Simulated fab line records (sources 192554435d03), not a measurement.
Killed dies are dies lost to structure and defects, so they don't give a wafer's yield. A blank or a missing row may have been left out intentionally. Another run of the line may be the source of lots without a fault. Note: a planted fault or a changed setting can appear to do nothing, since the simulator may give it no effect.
fab line records ; flow n5_finfet
record lots=7; wafers=21
route steps=1938 shown ZERO_LAYER@9 PMOS_HMC_CHANNEL_EPI@62 FIN_CUT@160 SD_EPI_N@267
start_h: the number of hours between the record's first day and the start of the first shown wafer of the lot ; wait_h: hours since the lot's step before ; " unchanged from the row above ; L1.1+2: a single row standing in for several wafers ; - no value present, or no start provided ; * or withheld: withheld ; < > ~ a bound
route shown NAME@n: a module of which the file shows steps, and the number in the route of the first ; usual: mean/standard deviation taken from wafers without a fault ; same: alike in all rows ; chamber/n: place in a boat ; sites: per-site readings ; _std_site: the standard deviation of these ; _edge_site: the outer-site mean with the inner-site mean subtracted ; radius_mm: how far each site lies from the wafer's centre ; mask NAME#n: copy n ; behind: the most recent tool/chamber to have shaped the wafer ; hold: why the lot went on hold/how many hours it stayed there/how the hold came to an end ; device: transistor that didn't switch, given as n, p or np ; end of line: at the end of the route, the tests of the same wafers ; a step without rows: its recipe alone ; killed: dies that structure and defects cost at the first sort, which is not the same as the wafer's yield ; map: dies across one wafer; x = killed, . = not, _ = none there
set.NAME: setting as actually run; set.NAME@STEP: the setting as run at that earlier step ; model.NAME: the simulator's own value behind a step, which no gauge read
lots where settings were altered on purpose, with a table for each step and a row for each wafer
## steps
# step N5_ZERO_LAYER_EXPOSE_08
# recipe mask_id=ZERO; na=0.55; source_shape=conventional; sigma_outer=0.8; polarization=unpolarized; defocus_nm=0; target_cd_nm=2000; dose_mj=16.2
lot.wafer;tool;chamber;start_h;wait_h;mask;set.dose_mj
L074.1+3+5;krf_scanner-01;0;12.46;-;ZERO#0;16.2
L076.2;krf_scanner-01;0;24.47;-;ZERO#0;16.84
L076.3+5;krf_scanner-01;0;24.47;-;ZERO#0;16.2
L082.4+5+6;krf_scanner-02;0;60.49;-;ZERO#0;16.2
L083.1+3;krf_scanner-01;0;66.60;-;ZERO#0;16.2
L083.5;krf_scanner-01;0;66.60;-;ZERO#0;17.37
L084.2;krf_scanner-01;0;72.50;-;ZERO#0;16.84
L084.3+4;krf_scanner-01;0;72.50;-;ZERO#0;16.2
L088.1+3;krf_scanner-01;0;96.61;-;ZERO#0;17.24
L088.2;krf_scanner-01;0;96.61;-;ZERO#0;16.2
L090.1+2;krf_scanner-01;0;108.60;-;ZERO#0;15.03
L090.4;krf_scanner-01;0;108.60;-;ZERO#0;16.2
# step N5_ZERO_LAYER_DEVELOP_10
# recipe develop_time_s=60; rinse_liquid=diw; dry=air_spin; dev_temp_c=21
lot.wafer;tool;chamber;start_h;wait_h;set.develop_time_s
L074.1+3+5;litho_track-02;0;-;-;60
L076.2+3;litho_track-03;0;-;-;53.7
L076.5;litho_track-03;0;-;-;60
L082.4;litho_track-03;0;-;-;51.23
L082.5+6;litho_track-03;0;-;-;60
L083.1+3;litho_track-03;0;-;-;60
L083.5;litho_track-03;0;-;-;69.94
L084.2+3+4;litho_track-05;0;-;-;60
L088.1+3;litho_track-05;0;-;-;65.81
L088.2;litho_track-05;0;-;-;60
L090.1+2+4;litho_track-02;0;-;-;60
# step N5_ZERO_LAYER_HARDBAKE_23
# recipe temp_c=130; time_s=120
# step N5_ZERO_LAYER_CD_MEAS_11
# recipe target_cd_nm=2000; landing_energy_ev=500; detector=se_inlens
# usual cd_nm=1999.8/1.9
lot.wafer;tool;chamber;start_h;wait_h;set.dose_mj@ZERO_LAYER_EXPOSE_08;cd_nm
L074.1;cd_sem-02;0;12.64;-;16.2;1999.2
L074.3;cd_sem-02;0;12.64;-;16.2;1997.8
L074.5;cd_sem-02;0;12.64;-;16.2;1998.5
L076.2;cd_sem-02;0;24.64;-;16.84;2003.8
L076.3;cd_sem-02;0;24.64;-;16.2;1996.3
L076.5;cd_sem-02;0;24.64;-;16.2;1996.6
L082.4;cd_sem-02;0;60.65;-;16.2;1994.9
L082.5;cd_sem-02;0;60.65;-;16.2;2000.9
L082.6;cd_sem-02;0;60.65;-;16.2;1999.9
L083.1;cd_sem-03;0;66.77;-;16.2;2001.7
L083.3;cd_sem-03;0;66.77;-;16.2;1999.3
L083.5;cd_sem-03;0;66.77;-;17.37;2014.3
L084.2;cd_sem-02;0;72.67;-;16.84;2009.1
L084.3;cd_sem-02;0;72.67;-;16.2;1999.4
L084.4;cd_sem-02;0;72.67;-;16.2;2003.1
L088.1;cd_sem-02;0;96.79;-;17.24;2009.7
L088.2;cd_sem-02;0;96.79;-;16.2;1998.5
L088.3;cd_sem-02;0;96.79;-;17.24;2012.1
L090.1;cd_sem-01;0;108.78;-;15.03;1984.1
L090.2;cd_sem-01;0;108.78;-;15.03;1986.2
L090.4;cd_sem-01;0;108.78;-;16.2;2001.1
# step N5_ZERO_LAYER_DESCUM_16
# recipe chemistry=O2; time_s=7.9; source_power_w=50; bias_power_w=20; pressure_mtorr=20; rf_frequency_hz=2.712e+07; temp_c=40; o2_flow_sccm=225
lot.wafer;tool;chamber;start_h;wait_h;set.dose_mj@ZERO_LAYER_EXPOSE_08;model.ZERO_LAYER.cd_nm
L074.1;rie_diel-02;0;12.68;0.0;16.2;1999
L074.3;rie_diel-02;2;12.68;0.0;16.2;1997
L074.5;rie_diel-02;1;12.68;0.0;16.2;1998
L076.2;rie_diel-04;0;24.68;0.0;16.84;2004
L076.3+5;rie_diel-04;2;24.68;0.0;16.2;1997
L082.4;rie_diel-03;0;60.69;0.0;16.2;1995
L082.5;rie_diel-03;3;60.69;0.0;16.2;2001
L082.6;rie_diel-03;2;60.69;0.0;16.2;2000
L083.1;rie_diel-04;0;67.00;0.2;16.2;2002
L083.3;rie_diel-04;3;67.00;0.2;16.2;1999
L083.5;rie_diel-04;0;67.00;0.2;17.37;2015
L084.2;rie_diel-03;0;72.72;0.0;16.84;2009
L084.3;rie_diel-03;1;72.72;0.0;16.2;1999
L084.4;rie_diel-03;3;72.72;0.0;16.2;2003
L088.1;rie_diel-03;2;96.83;0.0;17.24;2010
L088.2;rie_diel-03;0;96.83;0.0;16.2;1999
L088.3;rie_diel-03;1;96.83;0.0;17.24;2012
L090.1;rie_diel-04;0;108.82;0.0;15.03;1984
L090.2;rie_diel-04;3;108.82;0.0;15.03;1986
L090.4;rie_diel-04;1;108.82;0.0;16.2;2001
# step N5_PMOS_HMC_CHANNEL_EPI_EXPOSE_06
# recipe mask_id=PMOS_HMC_BLK; na=1.35; source_shape=conventional; sigma_outer=0.8; polarization=unpolarized; target_cd_nm=240; dose_mj=41
lot.wafer;tool;chamber;start_h;wait_h;mask;set.dose_mj
L074.1+3+5;arfi_scanner-02;0;18.92;-;PMOS_HMC_BLK#0;41
L076.2;arfi_scanner-02;0;29.21;-;PMOS_HMC_BLK#0;41
L076.3+5;arfi_scanner-02;0;29.21;-;PMOS_HMC_BLK#0;43.83
L082.4;arfi_scanner-02;0;64.97;-;PMOS_HMC_BLK#0;39.11
L082.5+6;arfi_scanner-02;0;64.97;-;PMOS_HMC_BLK#0;41
L083.1;arfi_scanner-01;0;71.23;-;PMOS_HMC_BLK#0;38.28
L083.3+5;arfi_scanner-01;0;71.23;-;PMOS_HMC_BLK#0;41
L084.2+3+4;arfi_scanner-01;0;77.09;-;PMOS_HMC_BLK#0;41
L088.1;arfi_scanner-03;0;101.09;-;PMOS_HMC_BLK#0;37.98
L088.2+3;arfi_scanner-03;0;101.09;-;PMOS_HMC_BLK#0;41
L090.1+2+4;arfi_scanner-01;0;113.28;-;PMOS_HMC_BLK#0;41
# step N5_PMOS_HMC_CHANNEL_EPI_PEB_07
# recipe peb_temp_c=110; peb_time_s=60; resist=CAR-ArF-block
lot.wafer;tool;chamber;start_h;wait_h;set.peb_temp_c
L074.1+3+5;litho_track-01;0;18.98;0.1;110
L076.2+5;litho_track-05;0;29.26;0.0;107.1
L076.3;litho_track-05;0;29.26;0.0;110
L082.4+6;litho_track-01;0;65.02;0.0;108.2
L082.5;litho_track-01;0;65.02;0.0;110
L083.1+3+5;litho_track-05;0;71.28;0.1;110
L084.2+3;litho_track-01;0;77.14;0.0;111.1
L084.4;litho_track-01;0;77.14;0.0;110
L088.1+2;litho_track-01;0;101.15;0.1;110
L088.3;litho_track-01;0;101.15;0.1;107.8
L090.1+2+4;litho_track-02;0;113.34;0.1;110
# step N5_PMOS_HMC_CHANNEL_EPI_DEVELOP_08
# recipe develop_time_s=30; developer=TMAH; resist=CAR-ArF-block; dev_temp_c=23; rinse_liquid=diw; dry=air_spin
# step N5_PMOS_HMC_CHANNEL_EPI_CD_MEAS_09
# recipe target_cd_nm=237.4; landing_energy_ev=500; detector=se_inlens
# usual cd_nm=237.2/1
lot.wafer;tool;chamber;start_h;wait_h;set.dose_mj@PMOS_HMC_CHANNEL_EPI_EXPOSE_06;set.peb_temp_c@PMOS_HMC_CHANNEL_EPI_PEB_07;cd_nm
L074.1;cd_sem-02;0;19.04;-;41;110;238.2
L074.3;cd_sem-02;0;19.04;-;41;110;237.0
L074.5;cd_sem-02;0;19.04;-;41;110;237.3
L076.2;cd_sem-03;0;29.33;-;41;107.1;229.0
L076.3;cd_sem-03;0;29.33;-;43.83;110;243.0
L076.5;cd_sem-03;0;29.33;-;43.83;107.1;232.7
L082.4;cd_sem-02;0;65.08;-;39.11;108.2;226.1
L082.5;cd_sem-02;0;65.08;-;41;110;236.3
L082.6;cd_sem-02;0;65.08;-;41;108.2;230.4
L083.1;cd_sem-01;0;71.35;-;38.28;110;232.2
L083.3;cd_sem-01;0;71.35;-;41;110;237.2
L083.5;cd_sem-01;0;71.35;-;41;110;236.2
L084.2;cd_sem-03;0;77.21;-;41;111.1;239.0
L084.3;cd_sem-03;0;77.21;-;41;111.1;239.1
L084.4;cd_sem-03;0;77.21;-;41;110;236.0
L088.1;cd_sem-03;0;101.21;-;37.98;110;231.9
L088.2;cd_sem-03;0;101.21;-;41;110;238.9
L088.3;cd_sem-03;0;101.21;-;41;107.8;230.8
L090.1;cd_sem-03;0;113.40;-;41;110;237.0
L090.2;cd_sem-03;0;113.40;-;41;110;236.7
L090.4;cd_sem-03;0;113.40;-;41;110;236.1
# step N5_PMOS_HMC_CHANNEL_EPI_DESCUM_14
# recipe chemistry=O2; time_s=7.9; source_power_w=50; bias_power_w=20; pressure_mtorr=20; rf_frequency_hz=2.712e+07; temp_c=40; resist=CAR-ArF-block; o2_flow_sccm=225
lot.wafer;tool;chamber;start_h;wait_h;set.dose_mj@PMOS_HMC_CHANNEL_EPI_EXPOSE_06;set.peb_temp_c@PMOS_HMC_CHANNEL_EPI_PEB_07;model.PMOS_HMC_CHANNEL_EPI.cd_nm
L074.1;rie_diel-04;1;19.19;0.1;41;110;237.8
L074.3;rie_diel-04;3;19.19;0.1;41;110;237.3
L074.5;rie_diel-04;0;19.19;0.1;41;110;237.1
L076.2;rie_diel-03;1;29.41;0.0;41;107.1;229
L076.3;rie_diel-03;0;29.41;0.0;43.83;110;242.9
L076.5;rie_diel-03;2;29.41;0.0;43.83;107.1;233
L082.4;rie_diel-02;2;65.17;0.0;39.11;108.2;226.4
L082.5;rie_diel-02;1;65.17;0.0;41;110;236.4
L082.6;rie_diel-02;2;65.17;0.0;41;108.2;230
L083.1;rie_diel-02;2;71.69;0.3;38.28;110;232.4
L083.3;rie_diel-02;1;71.69;0.3;41;110;237.5
L083.5;rie_diel-02;0;71.69;0.3;41;110;-
L084.2;rie_diel-03;0;77.63;0.4;41;111.1;239.3
L084.3;rie_diel-03;2;77.63;0.4;41;111.1;239
L084.4;rie_diel-03;1;77.63;0.4;41;110;235.9
L088.1;rie_diel-02;2;101.60;0.3;37.98;110;231.9
L088.2;rie_diel-02;0;101.60;0.3;41;110;238.9
L088.3;rie_diel-02;3;101.60;0.3;41;107.8;231
L090.1;rie_diel-04;0;113.49;0.0;41;110;237
L090.2;rie_diel-04;1;113.49;0.0;41;110;236.5
L090.4;rie_diel-04;3;113.49;0.0;41;110;236.3
# step N5_PMOS_HMC_CHANNEL_EPI_ETCH_32
# recipe chemistry=N2/H2; target=BARC; stop_on=SiO2; target_depth_a=858; over_etch_frac=0.3; time_s=50.3; ion_energy_ev=200; mask_material=CAR-ArF-block; pressure_mtorr=30; source_w=840; bias_w=150; n2_flow_sccm=200; h2_flow_sccm=200
lot.wafer;tool;chamber;start_h;wait_h;set.dose_mj@PMOS_HMC_CHANNEL_EPI_EXPOSE_06;set.peb_temp_c@PMOS_HMC_CHANNEL_EPI_PEB_07;model.PMOS_HMC_CHANNEL_EPI.cd_nm
L074.1;rie_diel-04;1;19.23;0.0;41;110;241.5
L074.3;rie_diel-04;3;19.23;0.0;41;110;240.8
L074.5;rie_diel-04;0;19.23;0.0;41;110;239.7
L076.2;rie_diel-03;1;29.45;0.0;41;107.1;231.2
L076.3;rie_diel-03;0;29.45;0.0;43.83;110;243.6
L076.5;rie_diel-03;2;29.45;0.0;43.83;107.1;235.3
L082.4;rie_diel-02;2;65.20;0.0;39.11;108.2;228
L082.5;rie_diel-02;1;65.20;0.0;41;110;238.7
L082.6;rie_diel-02;2;65.20;0.0;41;108.2;231.6
L083.1;rie_diel-02;2;71.72;0.0;38.28;110;234.3
L083.3;rie_diel-02;1;71.72;0.0;41;110;240
L083.5;rie_diel-02;0;71.72;0.0;41;110;239.2
L084.2;rie_diel-03;0;77.67;0.0;41;111.1;241.8
L084.3;rie_diel-03;2;77.67;0.0;41;111.1;242
L084.4;rie_diel-03;1;77.67;0.0;41;110;238
L088.1;rie_diel-02;2;101.64;0.0;37.98;110;234.3
L088.2;rie_diel-02;0;101.64;0.0;41;110;241.5
L088.3;rie_diel-02;3;101.64;0.0;41;107.8;234.9
L090.1;rie_diel-04;0;113.53;0.0;41;110;238.8
L090.2;rie_diel-04;1;113.53;0.0;41;110;239.8
L090.4;rie_diel-04;3;113.53;0.0;41;110;240.1
# step N5_PMOS_HMC_CHANNEL_EPI_HM_OPEN_15
# recipe chemistry=CHF3/O2; target=SiO2; mask_material=CAR-ArF-block; target_depth_a=406; CHF3_flow_sccm=50; O2_flow_sccm=5; Ar_flow_sccm=200; time_s=20.3; pressure_mtorr=30; source_w=650; bias_w=170; ion_energy_ev=200
lot.wafer;tool;chamber;start_h;wait_h;set.dose_mj@PMOS_HMC_CHANNEL_EPI_EXPOSE_06;set.peb_temp_c@PMOS_HMC_CHANNEL_EPI_PEB_07;model.PMOS_HMC_CHANNEL_EPI.cd_nm
L074.1;rie_diel-04;1;19.27;0.0;41;110;241.5
L074.3;rie_diel-04;3;19.27;0.0;41;110;240.8
L074.5;rie_diel-04;0;19.27;0.0;41;110;239.7
L076.2;rie_diel-03;1;29.49;0.0;41;107.1;231.4
L076.3;rie_diel-03;0;29.49;0.0;43.83;110;243.6
L076.5;rie_diel-03;2;29.49;0.0;43.83;107.1;235.3
L082.4;rie_diel-02;2;65.24;0.0;39.11;108.2;228
L082.5;rie_diel-02;1;65.24;0.0;41;110;238.7
L082.6;rie_diel-02;2;65.24;0.0;41;108.2;231.7
L083.1;rie_diel-02;2;71.77;0.0;38.28;110;234.3
L083.3;rie_diel-02;1;71.77;0.0;41;110;239.9
L083.5;rie_diel-02;0;71.77;0.0;41;110;239
L084.2;rie_diel-03;0;77.71;0.0;41;111.1;241.7
L084.3;rie_diel-03;2;77.71;0.0;41;111.1;241.9
L084.4;rie_diel-03;1;77.71;0.0;41;110;238
L088.1;rie_diel-02;2;101.68;0.0;37.98;110;234.3
L088.2;rie_diel-02;0;101.68;0.0;41;110;241.5
L088.3;rie_diel-02;3;101.68;0.0;41;107.8;234.9
L090.1;rie_diel-04;0;113.57;0.0;41;110;238.8
L090.2;rie_diel-04;1;113.57;0.0;41;110;239.8
L090.4;rie_diel-04;3;113.57;0.0;41;110;240.1
# step N5_PMOS_HMC_CHANNEL_EPI_STRIP_33
# recipe chemistry=N2/H2; power_w=500; temp_c=40; pressure_mtorr=50; rf_frequency_hz=6e+07; overash_fraction=0.3; bias_power_w=8; h2_frac=0.5; n2_flow_sccm=300; h2_flow_sccm=300
# step N5_PMOS_HMC_CHANNEL_EPI_STRIP_17
# recipe chemistry=SPM; time_s=750; temp_c=130; h2so4_h2o2_vol_ratio=4; dry=ipa_marangoni
# step N5_PMOS_HMC_CHANNEL_EPI_ETCH_38
# recipe chemistry=CF4; target=SiO2; target_depth_a=15; ion_energy_ev=350; pressure_mtorr=10; icp_w=800; bias_w=400; cf4_flow_sccm=80
lot.wafer;tool;chamber;start_h;wait_h;set.dose_mj@PMOS_HMC_CHANNEL_EPI_EXPOSE_06;set.peb_temp_c@PMOS_HMC_CHANNEL_EPI_PEB_07;model.PMOS_HMC_CHANNEL_EPI.cd_nm
L074.1;rie_si-01;1;19.63;0.0;41;110;241.5
L074.3;rie_si-01;0;19.63;0.0;41;110;240.8
L074.5;rie_si-01;3;19.63;0.0;41;110;239.7
L076.2;rie_si-02;3;29.85;0.0;41;107.1;231.4
L076.3;rie_si-02;2;29.85;0.0;43.83;110;243.5
L076.5;rie_si-02;2;29.85;0.0;43.83;107.1;235.2
L082.4;rie_si-01;2;65.61;0.0;39.11;108.2;227.9
L082.5;rie_si-01;2;65.61;0.0;41;110;238.7
L082.6;rie_si-01;3;65.61;0.0;41;108.2;231.7
L083.1;rie_si-01;3;72.13;0.0;38.28;110;234.3
L083.3;rie_si-01;0;72.13;0.0;41;110;239.9
L083.5;rie_si-01;3;72.13;0.0;41;110;239.1
L084.2;rie_si-01;0;78.07;0.0;41;111.1;241.6
L084.3;rie_si-01;1;78.07;0.0;41;111.1;241.8
L084.4;rie_si-01;3;78.07;0.0;41;110;237.9
L088.1;rie_si-04;3;102.04;0.0;37.98;110;234.2
L088.2;rie_si-04;0;102.04;0.0;41;110;241.4
L088.3;rie_si-04;2;102.04;0.0;41;107.8;234.9
L090.1;rie_si-04;3;114.14;0.0;41;110;238.8
L090.2;rie_si-04;1;114.14;0.0;41;110;239.8
L090.4;rie_si-04;0;114.14;0.0;41;110;240
# step N5_PMOS_HMC_CHANNEL_EPI_FIN_RECESS_16
# recipe chemistry=HBr/Cl2; target=Si; mask_material=SiO2; target_depth_a=540; time_s=18; pressure_mtorr=10; icp_w=800; bias_w=75; HBr_flow_sccm=150; Cl2_flow_sccm=80
lot.wafer;tool;chamber;start_h;wait_h;set.dose_mj@PMOS_HMC_CHANNEL_EPI_EXPOSE_06;set.peb_temp_c@PMOS_HMC_CHANNEL_EPI_PEB_07;model.PMOS_HMC_CHANNEL_EPI.cd_nm
L074.1;rie_si-01;1;19.65;0.0;41;110;241.4
L074.3;rie_si-01;0;19.65;0.0;41;110;240.8
L074.5;rie_si-01;3;19.65;0.0;41;110;239.8
L076.2;rie_si-02;3;29.87;0.0;41;107.1;231.4
L076.3;rie_si-02;2;29.87;0.0;43.83;110;243.6
L076.5;rie_si-02;2;29.87;0.0;43.83;107.1;235.3
L082.4;rie_si-01;2;65.63;0.0;39.11;108.2;227.9
L082.5;rie_si-01;2;65.63;0.0;41;110;238.6
L082.6;rie_si-01;3;65.63;0.0;41;108.2;231.7
L083.1;rie_si-01;3;72.15;0.0;38.28;110;234.3
L083.3;rie_si-01;0;72.15;0.0;41;110;239.9
L083.5;rie_si-01;3;72.15;0.0;41;110;239.1
L084.2;rie_si-01;0;78.09;0.0;41;111.1;241.6
L084.3;rie_si-01;1;78.09;0.0;41;111.1;241.8
L084.4;rie_si-01;3;78.09;0.0;41;110;238
L088.1;rie_si-04;3;102.06;0.0;37.98;110;234.3
L088.2;rie_si-04;0;102.06;0.0;41;110;241.3
L088.3;rie_si-04;2;102.06;0.0;41;107.8;234.9
L090.1;rie_si-04;3;114.16;0.0;41;110;238.9
L090.2+4;rie_si-04;1,0;114.16;0.0;41;110;239.9
# step N5_FIN_CUT_EXPOSE_05
# recipe mask_id=FIN_CUT; na=0.33; source_shape=annular; sigma_inner=0.35; sigma_outer=0.8; polarization=unpolarized; dose_mj=45.75
lot.wafer;tool;chamber;start_h;wait_h;mask;set.dose_mj
L074.1+3+5;euv_scanner-01;0;28.43;-;FIN_CUT#0;45.75
L076.2;euv_scanner-02;0;38.97;-;FIN_CUT#0;46.81
L076.3+5;euv_scanner-02;0;38.97;-;FIN_CUT#0;45.75
L082.4+5+6;euv_scanner-01;0;75.89;-;FIN_CUT#0;48.54
L083.1+3+5;euv_scanner-02;0;80.45;-;FIN_CUT#0;45.75
L084.2;euv_scanner-01;0;86.80;-;FIN_CUT#0;45.75
L084.3+4;euv_scanner-01;0;86.80;-;FIN_CUT#0;43.65
L088.1;euv_scanner-01;0;110.54;-;FIN_CUT#0;45.75
L088.2+3;euv_scanner-01;0;110.54;-;FIN_CUT#0;49.02
L090.1+4;euv_scanner-02;0;123.00;-;FIN_CUT#0;45.75
L090.2;euv_scanner-02;0;123.00;-;FIN_CUT#0;44.85
# step N5_FIN_CUT_ETCH_30
# recipe chemistry=N2/H2; target=underlayer; target_depth_a=130; mask_material=CAR-EUV; time_s=10.4; ion_energy_ev=200; pressure_mtorr=30; source_w=840; bias_w=150; n2_flow_sccm=200; h2_flow_sccm=200; ends=cleared
lot.wafer;tool;chamber;start_h;wait_h;set.target_depth_a;set.dose_mj@FIN_CUT_EXPOSE_05;model.FIN_CUT.cd_offset_nm
L074.1;rie_diel-02;1;28.72;0.0;130;45.75;-0.2
L074.3+5;rie_diel-02;0,1;28.72;0.0;130;45.75;0
L076.2;rie_diel-02;0;39.25;0.0;130;46.81;0.6
L076.3;rie_diel-02;1;39.25;0.0;118.9;45.75;0
L076.5;rie_diel-02;0;39.25;0.0;130;45.75;0.2
L082.4;rie_diel-02;3;76.45;0.0;130;48.54;1.2
L082.5;rie_diel-02;0;76.45;0.0;137.9;48.54;1.4
L082.6;rie_diel-02;2;76.45;0.0;137.9;48.54;1
L083.1;rie_diel-03;3;81.35;0.0;130;45.75;0.2
L083.3;rie_diel-03;0;81.35;0.0;130;45.75;-0.2
L083.5;rie_diel-03;2;81.35;0.0;140.5;45.75;0
L084.2;rie_diel-03;1;87.91;0.0;130;45.75;0
L084.3;rie_diel-03;3;87.91;0.0;120;43.65;-0.6
L084.4;rie_diel-03;0;87.91;0.0;120;43.65;-0.8
L088.1;rie_diel-04;1;110.84;0.0;123.4;45.75;0.2
L088.2;rie_diel-04;2;110.84;0.0;130;49.02;1.2
L088.3;rie_diel-04;0;110.84;0.0;123.4;49.02;1.4
L090.1;rie_diel-04;3;123.52;0.0;130;45.75;0.2
L090.2;rie_diel-04;2;123.52;0.0;121.5;44.85;-0.2
L090.4;rie_diel-04;0;123.52;0.0;121.5;45.75;0.4
# step N5_FIN_CUT_ETCH_20
# recipe chemistry=CF4; target=SiARC; target_depth_a=260; mask_material=CAR-EUV; time_s=43.3; ion_energy_ev=80; pressure_mtorr=40; source_w=545; bias_w=36; Ar_flow_sccm=100; cf4_flow_sccm=100; ends=cleared
lot.wafer;tool;chamber;start_h;wait_h;set.dose_mj@FIN_CUT_EXPOSE_05;model.FIN_CUT.cd_offset_nm
L074.1;rie_diel-02;1;28.74;0.0;45.75;-0.2
L074.3+5;rie_diel-02;0,1;28.74;0.0;45.75;0
L076.2;rie_diel-02;0;39.27;0.0;46.81;0.6
L076.3;rie_diel-02;1;39.27;0.0;45.75;0
L076.5;rie_diel-02;0;39.27;0.0;45.75;0.4
L082.4;rie_diel-02;3;76.47;0.0;48.54;1.2
L082.5;rie_diel-02;0;76.47;0.0;48.54;1.4
L082.6;rie_diel-02;2;76.47;0.0;48.54;1
L083.1+5;rie_diel-03;3,2;81.36;0.0;45.75;0
L083.3;rie_diel-03;0;81.36;0.0;45.75;-0.2
L084.2;rie_diel-03;1;87.93;0.0;45.75;0
L084.3+4;rie_diel-03;3,0;87.93;0.0;43.65;-0.8
L088.1;rie_diel-04;1;110.86;0.0;45.75;0
L088.2;rie_diel-04;2;110.86;0.0;49.02;1
L088.3;rie_diel-04;0;110.86;0.0;49.02;1.4
L090.1;rie_diel-04;3;123.54;0.0;45.75;0.2
L090.2;rie_diel-04;2;123.54;0.0;44.85;-0.2
L090.4;rie_diel-04;0;123.54;0.0;45.75;0.4
# step N5_SD_EPI_N_EXPOSE_06
# recipe mask_id=SD_N_BLK; na=1.35; source_shape=conventional; sigma_outer=0.8; polarization=unpolarized; target_cd_nm=120; dose_mj=39.75
lot.wafer;tool;chamber;start_h;wait_h;mask;set.dose_mj
L074.1+3+5;arfi_scanner-03;0;50.91;-;SD_N_BLK#0;39.75
L076.2+3;arfi_scanner-01;0;61.13;-;SD_N_BLK#0;38.04
L076.5;arfi_scanner-01;0;61.13;-;SD_N_BLK#0;39.75
L082.4+5;arfi_scanner-01;0;99.59;-;SD_N_BLK#0;42.56
L082.6;arfi_scanner-01;0;99.59;-;SD_N_BLK#0;39.75
L083.1+3+5;arfi_scanner-02;0;102.64;-;SD_N_BLK#0;39.75
L084.2;arfi_scanner-02;0;111.77;-;SD_N_BLK#0;38.87
L084.3+4;arfi_scanner-02;0;111.77;-;SD_N_BLK#0;39.75
L088.1;arfi_scanner-01;0;131.14;-;SD_N_BLK#0;39.75
L088.2+3;arfi_scanner-01;0;131.14;-;SD_N_BLK#0;41.21
L090.1+4;arfi_scanner-02;0;144.64;-;SD_N_BLK#0;38.49
L090.2;arfi_scanner-02;0;144.64;-;SD_N_BLK#0;39.75
## key
split step=N5_ZERO_LAYER_EXPOSE_08; setting=dose_mj; stated=16.2; by=wafer
response step=N5_ZERO_LAYER_CD_MEAS_11; reading=cd_nm; change=+2; per=1%; r=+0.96
response step=N5_ZERO_LAYER_DESCUM_16; reading=model.ZERO_LAYER.cd_nm; change=+2.02; per=1%; r=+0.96
split step=N5_ZERO_LAYER_DEVELOP_10; setting=develop_time_s; stated=60; by=wafer
response none clear
split step=N5_PMOS_HMC_CHANNEL_EPI_EXPOSE_06; setting=dose_mj; stated=41; by=wafer
response step=N5_PMOS_HMC_CHANNEL_EPI_CD_MEAS_09; reading=cd_nm; slope=+0.751; per=1%; together_with=peb_temp_c@PMOS_HMC_CHANNEL_EPI_PEB_07; explained=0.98
response step=N5_PMOS_HMC_CHANNEL_EPI_DESCUM_14; reading=model.PMOS_HMC_CHANNEL_EPI.cd_nm; slope=+0.777; per=1%; together_with=peb_temp_c@PMOS_HMC_CHANNEL_EPI_PEB_07; explained=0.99
response step=N5_PMOS_HMC_CHANNEL_EPI_ETCH_32; reading=model.PMOS_HMC_CHANNEL_EPI.cd_nm; slope=+0.814; per=1%; together_with=peb_temp_c@PMOS_HMC_CHANNEL_EPI_PEB_07; explained=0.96
response step=N5_PMOS_HMC_CHANNEL_EPI_HM_OPEN_15; reading=model.PMOS_HMC_CHANNEL_EPI.cd_nm; slope=+0.806; per=1%; together_with=peb_temp_c@PMOS_HMC_CHANNEL_EPI_PEB_07; explained=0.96
response step=N5_PMOS_HMC_CHANNEL_EPI_ETCH_38; reading=model.PMOS_HMC_CHANNEL_EPI.cd_nm; slope=+0.804; per=1%; together_with=peb_temp_c@PMOS_HMC_CHANNEL_EPI_PEB_07; explained=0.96
response step=N5_PMOS_HMC_CHANNEL_EPI_FIN_RECESS_16; reading=model.PMOS_HMC_CHANNEL_EPI.cd_nm; slope=+0.804; per=1%; together_with=peb_temp_c@PMOS_HMC_CHANNEL_EPI_PEB_07; explained=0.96
split step=N5_PMOS_HMC_CHANNEL_EPI_PEB_07; setting=peb_temp_c; stated=110; by=wafer
response step=N5_PMOS_HMC_CHANNEL_EPI_CD_MEAS_09; reading=cd_nm; slope=+3.65; per=1%; together_with=dose_mj@PMOS_HMC_CHANNEL_EPI_EXPOSE_06; explained=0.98
response step=N5_PMOS_HMC_CHANNEL_EPI_DESCUM_14; reading=model.PMOS_HMC_CHANNEL_EPI.cd_nm; slope=+3.59; per=1%; together_with=dose_mj@PMOS_HMC_CHANNEL_EPI_EXPOSE_06; explained=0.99
response step=N5_PMOS_HMC_CHANNEL_EPI_ETCH_32; reading=model.PMOS_HMC_CHANNEL_EPI.cd_nm; slope=+3.23; per=1%; together_with=dose_mj@PMOS_HMC_CHANNEL_EPI_EXPOSE_06; explained=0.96
response step=N5_PMOS_HMC_CHANNEL_EPI_HM_OPEN_15; reading=model.PMOS_HMC_CHANNEL_EPI.cd_nm; slope=+3.19; per=1%; together_with=dose_mj@PMOS_HMC_CHANNEL_EPI_EXPOSE_06; explained=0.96
response step=N5_PMOS_HMC_CHANNEL_EPI_ETCH_38; reading=model.PMOS_HMC_CHANNEL_EPI.cd_nm; slope=+3.2; per=1%; together_with=dose_mj@PMOS_HMC_CHANNEL_EPI_EXPOSE_06; explained=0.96
response step=N5_PMOS_HMC_CHANNEL_EPI_FIN_RECESS_16; reading=model.PMOS_HMC_CHANNEL_EPI.cd_nm; slope=+3.18; per=1%; together_with=dose_mj@PMOS_HMC_CHANNEL_EPI_EXPOSE_06; explained=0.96
split step=N5_FIN_CUT_EXPOSE_05; setting=dose_mj; stated=45.75; by=wafer
response step=N5_FIN_CUT_ETCH_30; reading=model.FIN_CUT.cd_offset_nm; change=+0.162; per=1%; r=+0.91
response step=N5_FIN_CUT_ETCH_20; reading=model.FIN_CUT.cd_offset_nm; change=+0.174; per=1%; r=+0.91
split step=N5_FIN_CUT_ETCH_30; setting=target_depth_a; stated=130; by=wafer
response none clear
split step=N5_SD_EPI_N_EXPOSE_06; setting=dose_mj; stated=39.75; by=wafer
response none in this file
